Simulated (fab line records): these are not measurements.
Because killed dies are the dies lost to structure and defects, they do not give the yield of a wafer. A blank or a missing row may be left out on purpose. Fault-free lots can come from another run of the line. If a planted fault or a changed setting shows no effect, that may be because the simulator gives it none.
Matching of chambers + flow n5Finfet + N5_BEOL_M11_DESCUM_16 on rieDiel-06: 4 sister chambers
The step chemistry O2, time 7.9 s. 20 wafers are shown with their chamber, then 10 later ones without.

## EACH WAFER AND ITS CHAMBER
| wafer  | chamber | drypumpMotorCurrentA (A) | throttleValvePct (%) | showerheadPlenumPTorr (Torr) |
|--------|---------|--------------------------|----------------------|------------------------------|
| L076.3 | 2       | 5.8                      | 20.90                | 1.96                         |
| L076.4 | 3       | 5.9                      | 20.41                | 2.05                         |
| L076.6 | 2       | 5.8                      | 20.90                | 1.96                         |
| L079.4 | 3       | 5.9                      | 20.41                | 2.04                         |
| L079.5 | 3       | 5.9                      | 20.42                | 2.04                         |
| L079.6 | 2       | 5.8                      | 20.62                | 2.23                         |
| L078.1 | 2       | 5.8                      | 20.64                | 2.23                         |
| L078.4 | 0       | 5.5                      | 20.30                | 2.22                         |
| L078.6 | 2       | 5.7                      | 20.62                | 2.23                         |
| L082.1 | 1       | 6.2                      | 20.83                | 2.18                         |
| L082.2 | 3       | 5.9                      | 20.45                | 2.04                         |
| L082.3 | 0       | 5.4                      | 20.32                | 2.22                         |
| L087.3 | 1       | 6.2                      | 20.86                | 2.17                         |
| L087.5 | 2       | 5.8                      | 20.65                | 2.22                         |
| L087.6 | 1       | 6.2                      | 20.85                | 2.17                         |
| L088.3 | 1       | 6.2                      | 20.85                | 2.17                         |
| L088.5 | 2       | 5.7                      | 20.65                | 2.22                         |
| L088.6 | 3       | 5.9                      | 20.45                | 2.04                         |
| L090.2 | 1       | 6.2                      | 20.84                | 2.17                         |
| L090.4 | 0       | 5.5                      | 20.35                | 2.22                         |

SIGNATURES (averages over the wafers above)
| reading               | chamber 0 | chamber 1 | chamber 2 | chamber 3 | scatter within a chamber |
|-----------------------|-----------|-----------|-----------|-----------|--------------------------|
| drypumpMotorCurrentA  | 5.467     | 6.200     | 5.771     | 5.900     | 0.0362                   |
| throttleValvePct      | 20.3233   | 20.8460   | 20.7114   | 20.4280   | 0.0806                   |
| showerheadPlenumPTorr | 2.2200    | 2.1720    | 2.1500    | 2.0420    | 0.0796                   |
Rule: distance of a wafer from a chamber = root of the sum over the readings of ((wafer's reading minus chamber's mean) / reading's scatter) squared. The wafer belongs to the nearest chamber; if the next one is less than 2 further off, it can't be placed. The scatter: the root of (the sum of the squares of (reading less its chamber's mean) over the shown wafers, divided by (wafers less chambers)).

## WAFERS WHOSE CHAMBER IS MISSING
| wafer  | drypumpMotorCurrentA (A) | throttleValvePct (%) | showerheadPlenumPTorr (Torr) |
|--------|--------------------------|----------------------|------------------------------|
| L090.6 | 6.2                      | 20.86                | 2.17                         |
| L091.1 | 5.8                      | 20.65                | 2.22                         |
| L091.2 | 5.9                      | 20.47                | 2.04                         |
| L091.4 | 5.4                      | 20.36                | 2.22                         |
| L096.1 | 5.9                      | 20.47                | 2.03                         |
| L096.3 | 5.5                      | 20.36                | 2.21                         |
| L096.4 | 6.2                      | 20.88                | 2.17                         |
| L097.2 | 5.4                      | 20.35                | 2.21                         |
| L097.4 | 5.8                      | 20.68                | 2.21                         |
| L097.6 | 5.4                      | 20.36                | 2.21                         |

## WHICH CHAMBER EACH ONE RAN IN
| wafer  | from the rows above | in truth |
|--------|---------------------|----------|
| L090.6 | 1                   | 1        |
| L091.1 | 2                   | 2        |
| L091.2 | 3                   | 3        |
| L091.4 | 0                   | 0        |
| L096.1 | 3                   | 3        |
| L096.3 | 0                   | 0        |
| L096.4 | 1                   | 1        |
| L097.2 | 0                   | 0        |
| L097.4 | 2                   | 2        |
| L097.6 | 0                   | 0        |
Correctly placed: 10 of 10. Left unplaced by these rows: 0. 0 placed wrongly.
